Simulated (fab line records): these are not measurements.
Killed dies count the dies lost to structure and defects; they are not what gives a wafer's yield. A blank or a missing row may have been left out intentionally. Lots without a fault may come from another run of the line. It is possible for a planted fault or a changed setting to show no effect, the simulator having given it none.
Chamber matching | flow n5-finfet | N5_HKMG_FIN_ETCH_86 on rie-diel-04: 4 sister chambers
The step etches SOC in N2/H2, stops on TiN, target depth 393.2 nm. 4 wafers are shown with their chamber, then 12 later ones without.

== WAFERS PAIRED WITH THEIR CHAMBERS ==
wafer  | chamber | showerhead-plenum-p-Torr (Torr)
L082.2 | 2       | 2.51
L088.1 | 0       | 2.53
L088.2 | 3       | 2.62
L088.5 | 1       | 2.60

== WAFERS WITH NO CHAMBER GIVEN ==
wafer  | showerhead-plenum-p-Torr (Torr)
L089.1 | 2.60
L089.5 | 2.61
L089.6 | 2.53
L095.1 | 2.53
L095.2 | 2.50
L095.3 | 2.59
L095.4 | 2.61
L095.5 | 2.53
L095.6 | 2.59
L096.1 | 2.53
L096.2 | 2.50
L096.3 | 2.61

== WHICH CHAMBER EACH ONE RAN IN ==
wafer  | from the rows above     | in truth
L089.1 | 1                       | 1
L089.5 | can't be placed: 1 or 3 | 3
L089.6 | 0                       | 0
L095.1 | 0                       | 0
L095.2 | 2                       | 2
L095.3 | 1                       | 1
L095.4 | can't be placed: 1 or 3 | 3
L095.5 | 0                       | 0
L095.6 | 1                       | 1
L096.1 | 0                       | 0
L096.2 | 2                       | 2
L096.3 | can't be placed: 1 or 3 | 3
Correctly placed: 9 of 12. Not placeable from these rows: 3 (in 3, the candidates include the true chamber). Placed wrongly: 0.
How it was worked out, from the rows above alone: a wafer's distance from a chamber is the root of the sum, over the readings, of the square of ((its reading less the chamber's mean) divided by the reading's scatter). If the next closest chamber is less than 2 further off than the closest, the wafer can't be placed; otherwise it belongs to the closest. For every chamber, the mean is computed from those of its wafers that are shown. The scatter: root of mean squared gap, hidden wafer to nearest shown wafer, with one shown wafer a chamber.
